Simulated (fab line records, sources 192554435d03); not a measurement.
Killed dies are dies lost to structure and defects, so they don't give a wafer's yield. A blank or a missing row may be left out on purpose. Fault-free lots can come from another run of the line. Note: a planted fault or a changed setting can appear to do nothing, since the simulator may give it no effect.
fab line records | flow n5-finfet
record lots=5 wafers=14 last-day=17
route steps=1938 shown ILD0@335 SDB@347
lots that met no fault: from a run of the same line without faults
start-h: hours from the record's first day to the start of the lot's first wafer shown | wait-h: hours elapsed since this lot's preceding step | " unchanged from the row above | L1.1+2: a row that stands for several wafers | - no value, or no start was given | * or withheld: withheld | < > ~ a bound
route shown NAME@n: names a module that has steps shown in the file, with the first one's number in the route | usual: average and standard deviation across the fault-free wafers | same: alike in all rows | chamber/n: place in a boat | sites: readings site by site | _std_site: their standard deviation | _edge_site: inner sites' mean taken away from outer sites' mean | radius-mm: how far each site lies from the wafer's centre | mask NAME#n: copy n | behind: the last tool/chamber to shape the wafer | hold: why the lot went on hold/how many hours it stayed there/how the hold came to an end | device: the transistor (n, p or np) that didn't switch | end of line: the route-end tests of the same wafers | a step with no rows: only its recipe | killed: dies lost to structure and defects at the first sort, not the wafer's yield | map: a wafer's dies, x killed, . not, _ none there
set.NAME: the setting the step ran with; set.NAME@STEP: the setting that earlier step ran with | model.NAME: the simulator's own value behind a step, which no gauge read
lots seen at some steps along the route; tables by step, rows by wafer
services: when a tool's chamber went out of use (start-h, in hours from the record's first day, below 0 if earlier), for how many hours, and the reason
## steps
# step N5_ILD0_LINER_00
# recipe material=SiNx target-thk-a=40 temp-c=400 ald-precursor-family=SiH2I2 ald-co-reactant=N2/H2-plasma pulse-time-s=1 purge-time-s=2 co-reactant-purge-time-s=2 ald-cycles=80 pressure-torr=2
# usual heater-power-w=853/65 precursor-pulse-height-rel=1.001/0.022
# same pulse-time-s=1
# columns lot.wafer tool chamber start-h wait-h heater-power-w precursor-pulse-height-rel
L265.1 ald-sin-01 2 109.34 0.0 804 1.006
L265.4 " 0 " " 740 0.987
L265.5 " 3 " " 756 0.979
L267.1 ald-sin-03 3 119.52 0.4 906 1.001
L267.2 " 0 " " 804 0.979
L267.3 " 1 " " 934 0.960
L274.5 ald-sin-02 0 161.79 0.3 922 0.952
L274.6 " 3 " " 856 0.996
L276.1 ald-sin-02 0 173.76 0.4 935 1.026
L276.2 " 2 " " 839 1.003
L276.5 " 0 " " 897 0.973
L278.2 ald-sin-03 1 190.35 0.0 922 1.001
L278.3 " 0 " " 806 0.999
L278.6 " 0 " " 816 1.012
# step N5_ILD0_FCVD_FILL_01
# recipe material=SiO2_flowable target-thk-a=2000 temp-c=100 pressure-torr=0.8 rf-w=2000 time-s=328.3
# step N5_ILD0_CURE_02
# recipe temp-c=450 time-s=1800 ambient=steam idle-temp-c=400 ramp-up-c-per-min=5 ramp-down-c-per-min=3 densification-p-h2o-torr=640
# step N5_ILD0_CMP_03
# recipe stop-on=SiNx t-overpolish-s=1.9 post-cmp-clean=alkaline-brush down-force-psi=4.1491 platen-rpm=51.796 pad-velocity-m-s=1.0306 target-thk-nm=197.38
# step N5_ILD0_THK_MEAS_04
# usual thk-nm=198.0/0.96
# columns lot.wafer tool chamber start-h wait-h thk-nm
L265.1 film-metro-02 - 112.00 - 196.2
L265.4 " - " " 198.5
L265.5 " - " " 197.4
L267.1 film-metro-02 - 122.19 - 198.2
L267.2 " - " " 197.8
L267.3 " - " " 198.9
L274.5 film-metro-02 - 164.25 - 199.0
L274.6 " - " " 197.6
L276.1 film-metro-01 - 176.42 - 197.1
L276.2 " - " " 197.1
L276.5 " - " " 197.9
L278.2 film-metro-02 - 193.50 - 196.1
L278.3 " - " " 197.9
L278.6 " - " " 197.6
# step N5_ILD0_CMP_07
# recipe stop-on=poly-Si material=SiO2_flowable t-overpolish-s=1.18 post-cmp-clean=alkaline-brush down-force-psi=4.1491 platen-rpm=51.796 pad-velocity-m-s=1.0306 target-thk-nm=138.88
# step N5_ILD0_THK_MEAS_08
# usual thk-nm=139.1/1
# columns lot.wafer tool chamber start-h wait-h thk-nm
L265.1 film-metro-02 - 112.32 - 140.9
L265.4 " - " " 140.7
L265.5 " - " " 140.5
L267.1 film-metro-01 - 122.51 - 140.6
L267.2 " - " " 140.4
L267.3 " - " " 139.5
L274.5 film-metro-02 - 164.59 - 139.2
L274.6 " - " " 138.3
L276.1 film-metro-01 - 176.74 - 137.2
L276.2 " - " " 137.3
L276.5 " - " " 137.4
L278.2 film-metro-01 - 193.82 - 137.9
L278.3 " - " " 139.2
L278.6 " - " " 138.4
# step N5_ILD0_PRECLEAN_10
# recipe chemistry=NF3:NH3 afs-cycles=5 time-s=20 temp-c=30 sublimation-temp-c=180 sublimation-time-s=60 pressure-torr=3 rf-power-w=30
# step N5_ILD0_ALD_15
# recipe material=SiNx target-thk-a=240 temp-c=400 ald-precursor-family=SiH2I2 ald-co-reactant=N2/H2-plasma pulse-time-s=1 ald-cycles=480 purge-time-s=2 co-reactant-purge-time-s=2 pressure-torr=2
# usual heater-power-w=860/68 precursor-pulse-height-rel=1.001/0.021
# same pulse-time-s=1
# columns lot.wafer tool chamber start-h wait-h heater-power-w precursor-pulse-height-rel
L265.1 ald-sin-03 0 113.04 0.6 815 1.003
L265.4 " 3 " " 943 1.026
L265.5 " 2 114.13 1.2 768 1.030
L267.1 ald-sin-02 3 123.23 0.6 882 0.996
L267.2 " 0 " " 943 0.989
L267.3 " 2 " " 837 0.974
L274.5 ald-sin-03 3 166.44 1.3 946 1.011
L274.6 " 1 " " 915 0.953
L276.1 ald-sin-02 0 177.46 0.6 927 0.963
L276.2 " 3 " " 888 1.034
L276.5 " 2 178.55 1.2 853 0.988
L278.2 ald-sin-03 3 194.54 0.5 922 0.980
L278.3 " 2 " " 784 0.996
L278.6 " 0 195.63 1.1 816 1.008
# step N5_ILD0_CMP_12
# recipe stop-on=poly-Si material=SiNx t-overpolish-s=6 post-cmp-clean=alkaline-brush down-force-psi=2.5 platen-rpm=51.8 pad-velocity-m-s=1.0307 target-thk-nm=17.67
# usual edge-zone-pressure-frac=1.000/0.0053 motor-current-A=9.0/0.86 overpolish-run-s=6.002/0.0087 pad-life-wafers=1283/400 time-to-endpoint-s=29.9/1.8
# columns lot.wafer tool chamber start-h wait-h edge-zone-pressure-frac motor-current-A overpolish-run-s pad-life-wafers time-to-endpoint-s
L265.4 cmp-01 0 115.24 1.1 0.990 8.5 6.005 678 30.3
L265.1 " 2 " " 0.995 8.4 6.004 680 26.2
L265.5 " 0 " " 1.002 8.7 5.991 - 25.9
L267.2 cmp-03 2 125.50 1.2 1.004 9.1 6.009 1908 32.0
L267.3 " 3 " " 0.998 9.5 5.996 1909 30.5
L267.1 " 0 " " 1.001 9.3 6.007 1910 31.0
L274.5 cmp-04 0 167.72 0.2 0.998 11.3 6.010 - 30.8
L274.6 " 1 " " 0.996 9.5 5.988 - 32.4
L276.1 cmp-04 3 179.66 1.1 0.999 8.4 6.004 1842 32.9
L276.2 " 0 " " 0.999 11.8 6.005 1843 34.1
L276.5 " 3 " " 0.999 8.7 6.008 - 31.9
L278.3 cmp-01 0 196.78 1.2 0.991 8.6 5.996 1405 27.0
L278.2 " 2 " " 1.010 8.3 6.008 1407 29.6
L278.6 " 0 " " 0.994 8.7 6.001 - 29.5
# step N5_ILD0_THK_MEAS_13
# usual thk-nm=18.1/0.88
# columns lot.wafer tool chamber start-h wait-h thk-nm
L265.1 film-metro-02 - 115.54 - 18.0
L265.4 " - " " 17.8
L265.5 " - " " 16.9
L267.1 film-metro-01 - 125.80 - 18.2
L267.2 " - " " 19.4
L267.3 " - " " 18.2
L274.5 film-metro-01 - 167.86 - 18.6
L274.6 " - " " 18.2
L276.1 film-metro-02 - 179.95 - 18.3
L276.2 " - " " 18.6
L276.5 " - " " 18.6
L278.2 film-metro-02 - 197.04 - 17.0
L278.3 " - " " 16.0
L278.6 " - " " 17.8
# step N5_ILD0_INSPECT_06
# recipe inspect-instrument=darkfield mode=post-cmp
# usual raw-defect-count=45/22
# columns lot.wafer tool chamber start-h wait-h raw-defect-count
L265.1 defect-inspect-01 - 115.56 0.0 57
L265.4 " - " " 47
L265.5 " - " " 44
L267.1 defect-inspect-01 - 125.82 0.0 60
L267.2 " - " " 77
L267.3 " - " " 38
L274.5 defect-inspect-01 - 167.89 0.0 49
L274.6 " - " " 38
L276.1 defect-inspect-01 - 179.98 0.0 111
L276.2 " - " " 55
L276.5 " - " " 65
L278.2 defect-inspect-01 - 197.06 0.0 21
L278.3 " - " " 21
L278.6 " - " " 33
# step N5_SDB_HM_DEP_00
# recipe material=SiNx target-thk-a=400 temp-c=400 precursor=SiH4/NH3/N2 pressure-torr=1.5 rf-w=300 time-s=35.3
# usual heater-power-w=730/65 showerhead-plenum-p-Torr=5.15/0.043 throttle-valve-pct=40.4/2.3
# columns lot.wafer tool chamber start-h wait-h heater-power-w showerhead-plenum-p-Torr throttle-valve-pct model.SiNx_of_SDB_HM_DEP_00.thk-nm
L265.1 pecvd-04 1 115.60 0.0 856 5.12 42.1 39.4
L265.4 " 2 " " 705 5.14 36.1 40
L265.5 " 1 " " 839 5.12 42.4 40.2
L267.1 pecvd-03 1 125.86 0.0 771 5.13 39.2 40.2
L267.2 " 2 " " 713 5.03 38.6 39.8
L267.3 " 0 " " 789 5.20 37.8 39.8
L274.5 pecvd-04 2 167.95 0.1 684 5.14 36.2 40
L274.6 " 1 " " 757 5.13 42.4 29.4
L276.1 pecvd-01 1 180.02 0.0 834 5.18 43.6 39.2
L276.2 " 2 " " 707 5.14 40.0 39.6
L276.5 " 2 " " 711 5.13 39.7 40.2
L278.2 pecvd-03 0 197.10 0.0 767 5.20 38.0 40.4
L278.3 " 0 " " 760 5.20 38.0 40.6
L278.6 " 2 " " 808 5.05 38.4 40.8
# step N5_SDB_COAT_03
# recipe resist=SOC temp-c=250 time-s=60 spin-rpm=1500 resist-thk-nm=100
# step N5_SDB_COAT_04
# recipe resist=SiARC temp-c=220 time-s=60 spin-rpm=1500 resist-thk-nm=18
# step N5_SDB_COAT_05
# recipe resist=CAR-ArF spin-rpm=1500 resist-thk-nm=90
# step N5_SDB_EBR_07
# recipe solvent=PGMEA ebr-width-mm=1.5
# step N5_SDB_SOFTBAKE_06
# recipe temp-c=110 time-s=60 resist=CAR-ArF
# step N5_SDB_EXPOSE_08
# recipe mask-id=SDB na=1.35 source-shape=conventional sigma-outer=0.5 polarization=unpolarized dose-mj=49.6
# step N5_SDB_PEB_09
# recipe peb-temp-c=withheld peb-time-s=60 resist=CAR-ArF
# step N5_SDB_DEVELOP_10
# recipe develop-time-s=30 developer=TMAH resist=CAR-ArF rinse-liquid=diw dry=air-spin dev-temp-c=23
# step N5_SDB_CD_MEAS_11
# recipe target-cd-nm=50 landing-energy-ev=500 detector=se-inlens polarity=opening
# usual cd-nm=50.2/0.83
# columns lot.wafer tool chamber start-h wait-h cd-nm
L265.1 cd-sem-01 0 116.05 - 51.9
L265.4 " 0 " " 50.2
L265.5 " 0 " " 51.4
L267.1 cd-sem-01 0 126.31 - 49.4
L267.2 " 0 " " 48.8
L267.3 " 0 " " 49.0
L274.5 cd-sem-01 0 168.25 - 49.8
L274.6 " 0 " " 49.6
L276.1 cd-sem-01 0 180.47 - 50.6
L276.2 " 0 " " 51.1
L276.5 " 0 " " 50.8
L278.2 cd-sem-02 0 197.58 - 50.5
L278.3 " 0 " " 49.9
L278.6 " 0 " " 50.1
# step N5_SDB_OVL_MEAS_12
# recipe points-per-wafer=44
# usual SDB_OVL=-0.6/0.72
# columns lot.wafer tool chamber start-h wait-h SDB_OVL[nm]
L265.1 overlay-01 0 116.08 0.0 0.4
L265.4 " 0 " " 0.6
L265.5 " 0 " " 0.4
L267.1 overlay-01 0 126.34 0.0 0.3
L267.2 " 0 " " -1.1
L267.3 " 0 " " -0.3
L274.5 overlay-01 0 168.28 0.0 -1.1
L274.6 " 0 " " -1.0
L276.1 overlay-01 0 180.50 0.0 -0.3
L276.2 " 0 " " -0.3
L276.5 " 0 " " -0.3
L278.2 overlay-01 0 197.61 0.0 0.7
L278.3 " 0 " " -0.4
L278.6 " 0 " " 0.1
# step N5_SDB_INSPECT_13
# recipe mode=adi inspect-instrument=brightfield
# usual raw-defect-count=78/28
# columns lot.wafer tool chamber start-h wait-h raw-defect-count
L265.1 defect-inspect-01 - 116.10 0.0 80
L265.4 " - " " 64
L265.5 " - " " 78
L267.1 defect-inspect-02 - 126.36 0.0 46
L267.2 " - " " 68
L267.3 " - " " 61
L274.5 defect-inspect-01 - 168.30 0.0 56
L274.6 " - " " 74
L276.1 defect-inspect-01 - 180.52 0.0 66
L276.2 " - " " 97
L276.5 " - " " 50
L278.2 defect-inspect-02 - 197.63 0.0 74
L278.3 " - " " 77
L278.6 " - " " 61
# step N5_SDB_DESCUM_16
# recipe chemistry=O2 time-s=7.9 source-power-w=50 bias-power-w=20 pressure-mtorr=20 rf-frequency-hz=2.712e+07 temp-c=40 resist=CAR-ArF o2-flow-sccm=225
# usual drypump-motor-current-A=5.7/0.31 oes-product-au=0.80/0.086 rf-vpp-V=243.7/1.3 showerhead-plenum-p-Torr=2.14/0.065 throttle-valve-pct=20.40/0.25
# columns lot.wafer tool chamber start-h wait-h drypump-motor-current-A oes-product-au rf-hours-counter-h rf-vpp-V showerhead-plenum-p-Torr throttle-valve-pct
L265.1 rie-diel-05 3 116.14 0.0 5.8 0.86 32 243.7 2.05 20.33
L265.4 " 0 " " 5.6 0.89 18 246.6 2.23 20.06
L265.5 " 1 " " 5.5 0.72 - 244.6 2.18 20.49
L267.1 rie-diel-04 0 126.40 0.0 6.3 0.72 209 244.8 2.17 20.55
L267.2 " 1 " " 6.4 0.69 226 244.4 2.16 20.71
L267.3 " 3 " " 6.2 0.76 159 243.8 2.08 20.64
L274.5 rie-diel-04 1 168.87 0.6 6.4 0.68 - 244.8 2.15 20.72
L274.6 " 0 " " 6.3 0.71 - 242.7 2.17 20.57
L276.1 rie-diel-03 2 180.56 0.0 5.7 0.88 49 243.8 2.22 20.13
L276.2 " 1 " " 5.4 0.73 166 240.9 2.00 20.01
L276.5 " 2 " " 5.7 0.89 - 244.2 2.22 20.14
L278.2 rie-diel-03 0 197.66 0.0 5.6 0.67 238 244.8 2.15 20.74
L278.3 " 1 " " 5.4 0.74 172 241.0 2.00 20.02
L278.6 " 1 " " 5.4 0.74 - 242.1 2.00 20.02
# step N5_SDB_ETCH_17
# recipe chemistry=CF4 target=SiARC target-depth-a=234 mask-material=CAR-ArF time-s=39 ion-energy-ev=80 pressure-mtorr=40 source-w=545 bias-w=36 Ar_flow_sccm=100 cf4-flow-sccm=100 ends=cleared
# step N5_SDB_ETCH_18
# recipe chemistry=N2/H2 target=SOC target-depth-a=1000 overetch-a=200 mask-material=SiARC temp-c=40 time-s=150 ion-energy-ev=200 pressure-mtorr=30 source-w=840 bias-w=150 n2-flow-sccm=200 h2-flow-sccm=200
# step N5_SDB_STRIP_19
# recipe chemistry=N2/H2 temp-c=40 n2-flow-sccm=200 h2-flow-sccm=200 rf-frequency-hz=6e+07
# step N5_SDB_STRIP_21
# recipe chemistry=CF4 resist=SiARC power-w=300 bias-power-w=75 pressure-mtorr=50 cf4-flow-sccm=150 rf-frequency-hz=6e+07
# usual drypump-motor-current-A=5.7/0.31 oes-product-au=0.79/0.08 power-w=300.1/0.86 rf-vpp-V=271.9/1.4 showerhead-plenum-p-Torr=1.83/0.052 throttle-valve-pct=13.54/0.28
# columns lot.wafer tool chamber start-h wait-h drypump-motor-current-A oes-product-au power-w rf-hours-counter-h rf-vpp-V showerhead-plenum-p-Torr throttle-valve-pct
L265.1 rie-diel-05 3 116.35 0.0 5.8 0.86 301.6 32 269.0 1.76 13.36
L265.4 " 0 " " 5.7 0.88 298.7 18 273.3 1.90 13.17
L265.5 " 1 " " 5.5 0.72 298.5 - 272.9 1.86 13.67
L267.1 rie-diel-04 0 126.61 0.0 6.3 0.71 299.8 209 273.0 1.85 13.72
L267.2 " 1 " " 6.4 0.68 300.6 226 273.7 1.85 13.94
L267.3 " 3 " " 6.2 0.75 300.5 159 271.3 1.80 13.86
L274.5 rie-diel-04 1 169.07 0.0 6.4 0.67 298.9 - 272.2 1.84 13.97
L274.6 " 0 " " 6.3 0.71 300.8 - 271.0 1.85 13.76
L276.1 rie-diel-03 2 180.76 0.0 5.8 0.87 298.5 49 272.5 1.89 13.25
L276.2 " 1 " " 5.4 0.73 300.2 166 268.7 1.72 13.24
L276.5 " 2 " " 5.8 0.86 301.4 - 273.6 1.89 13.24
L278.2 rie-diel-03 0 197.87 0.0 5.7 0.67 300.1 239 273.6 1.84 13.92
L278.3 " 1 " " 5.4 0.74 300.5 172 270.5 1.71 13.25
L278.6 " 1 " " 5.4 0.73 300.3 - 270.0 1.71 13.24
# step N5_SDB_HM_OPEN_20
# recipe chemistry=CH3F/O2 target=SiNx mask-material=SOC target-depth-a=240 stop-on=poly-Si over-etch-frac=0.4 ion-energy-ev=120 pressure-mtorr=30 source-w=395 bias-w=73 Ar_flow_sccm=150 CH3F_flow_sccm=30 O2_flow_sccm=20
# usual drypump-motor-current-A=5.7/0.31 oes_ar_750_au=0.80/0.082 oes-product-au=0.65/0.064 rf-vpp-V=299/4.3 showerhead-plenum-p-Torr=2.04/0.063 throttle-valve-pct=16.30/0.24
# same over-etch-frac=0.4
# columns lot.wafer tool chamber start-h wait-h drypump-motor-current-A oes_ar_750_au oes-product-au rf-hours-counter-h rf-vpp-V showerhead-plenum-p-Torr throttle-valve-pct model.etch.depth-nm
L265.1 rie-diel-05 3 116.37 0.0 5.8 0.88 0.70 32 292 1.96 16.17 23.47
L265.4 " 0 " " 5.7 0.90 0.74 18 294 2.14 16.01 24.08
L265.5 " 1 " " 5.5 0.72 0.60 - 303 2.07 16.39 24.21
L267.1 rie-diel-04 0 126.63 0.0 6.3 0.72 0.60 209 300 2.06 16.39 24.23
L267.2 " 1 " " 6.5 0.69 0.57 226 296 2.06 16.64 23.83
L267.3 " 3 " " 6.3 0.76 0.63 159 297 2.00 16.59 23.86
L274.5 rie-diel-04 1 169.11 0.0 6.5 0.68 0.56 - 295 2.06 16.66 24.01
L274.6 " 0 " " 6.3 0.70 0.44 - 303 2.05 16.40 13.39
L276.1 rie-diel-03 2 180.78 0.0 5.7 0.88 0.69 49 299 2.12 16.04 23.12
L276.2 " 1 " " 5.4 0.76 0.61 166 293 1.91 15.97 23.57
L276.5 " 2 " " 5.7 0.88 0.72 - 300 2.12 16.00 24.11
L278.2 rie-diel-03 0 197.89 0.0 5.7 0.68 0.57 239 302 2.05 16.64 24.43
L278.3 " 1 " " 5.4 0.75 0.61 172 293 1.91 15.98 24.54
L278.6 " 1 " " 5.4 0.75 0.61 - 293 1.91 15.97 24.76
# step N5_SDB_STRIP_22
# recipe chemistry=N2/H2 power-w=1000 temp-c=250 h2-frac=0.65 overash-fraction=0.3 pressure-mtorr=withheld n2-flow-sccm=1750 h2-flow-sccm=3250
# step N5_SDB_PRECLEAN_23
# recipe chemistry=dHF time-s=30 temp-c=25 dilution=withheld
# step N5_SDB_DUMMY_REMOVE_24
# recipe chemistry=TMAH temp-c=70 target=poly-Si stop-on=SiO2 target-depth-nm=142 conc-wt-pct=5 time-s=57 dry=ipa-marangoni rinse-time-s=30 rinse-temp-c=23
# step N5_SDB_ETCH_25
# recipe chemistry=C4F6/O2 target=SiO2 target-depth-a=100 time-s=3.3 ion-energy-ev=250 mask-material=SiNx pressure-mtorr=30 source-w=345 bias-w=185 Ar_flow_sccm=300 C4F6_flow_sccm=10 O2_flow_sccm=10
# step N5_SDB_CUT_ETCH_26
# recipe chemistry=HBr/Cl2/O2 target=Si target-depth-a=1296 bt-time-s=20 mask-material=SiNx time-s=51.8 ion-energy-ev=* bias-w=* pressure-mtorr=10 icp-w=800 HBr_flow_sccm=150 Cl2_flow_sccm=80 O2_flow_sccm=12
# step N5_SDB_PRECLEAN_38
# recipe chemistry=dHF time-s=10 dilution=750:1 temp-c=25
# columns lot.wafer tool chamber start-h wait-h model.SiNx_of_SDB_HM_DEP_00.thk-nm
L265.1 wet-bench-01 1 116.87 0.1 21.2
L265.4 " 7 " " 21.8
L265.5 " 6 " " 22.2
L267.1 wet-bench-01 3 127.13 0.1 22
L267.2 " 5 " " 21.8
L267.3 " 1 " " 21.6
L274.5 wet-bench-05 7 169.78 0.0 22
L274.6 " 5 " " 12
L276.1 wet-bench-05 0 181.28 0.1 21.4
L276.2 " 3 " " 21.6
L276.5 " 1 " " 22.2
L278.2 wet-bench-05 2 198.39 0.1 22.4
L278.3 " 5 " " 22.6
L278.6 " 6 " " 23
# step N5_SDB_PRECLEAN_39
# recipe chemistry=O3/DIW time-s=45 temp-c=22 o3-ppm=10
## services
# columns tool chamber start-h hours kind
rie-diel-03 3 95.34 22.6 repair
pecvd-03 0 98.50 6.5 repair
cmp-01 - 101.93 0.7 repair
cmp-03 - 103.29 3.8 repair
rie-diel-03 0 103.91 18.7 repair
cmp-03 - 107.12 5.7 pm
rie-diel-03 - 112.50 2.8 repair
rie-diel-04 2 116.92 6.0 repair
cmp-04 - 123.60 3.2 repair
cmp-03 - 123.72 1.0 repair
pecvd-03 - 126.99 0.5 repair
pecvd-04 - 133.72 14.6 pm
ald-sin-01 - 136.65 28.1 pm
cmp-03 - 143.32 18.2 repair
cmp-04 - 148.38 1.8 repair
ald-sin-01 - 164.75 6.0 pm
pecvd-01 - 166.23 6.0 pm
cmp-03 - 171.73 4.0 pm
pecvd-04 0 173.37 10.2 repair
pecvd-01 - 176.61 1.2 repair
ald-sin-01 - 179.13 14.0 pm
pecvd-04 2 190.12 32.7 repair
rie-diel-04 1 198.07 - clean
rie-diel-04 1 198.07 - consumable-replace:focus-ring
## key
first-sign step=N5_SDB_HM_OPEN_20 reading=oes-product-au direction=down sigmas=3.2 usual=0.65 struck=0.44
effect none on later readings
model-effect step=N5_SDB_HM_DEP_00 value=SiNx_of_SDB_HM_DEP_00.thk-nm without=40.4 struck=29.4
model-effect step=N5_SDB_HM_OPEN_20 value=etch.depth-nm without=24.32 struck=13.39
model-effect step=N5_SDB_PRECLEAN_38 value=SiNx_of_SDB_HM_DEP_00.thk-nm without=22.8 struck=12
met-at N5_SDB_HM_DEP_00
struck-wafers L274.6
tester-left-out L274
onset-between 115.60 167.95
fault kind=process-parameter-drift tool=pecvd-04 chamber=- onset-h=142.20 steps=N5_SDB_HM_DEP_00 channel=time-s offset=* shape=step end-h=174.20 scope=struck-wafers-only acts-in=* stated=*
# tester-left-out: of these lots the tester's yield and bins aren't shown, on N5 and GAA mostly nor the transistor test; their killed dies are dies lost to structure and defects alone, not to doping, threshold or leakage, so they don't give the yield
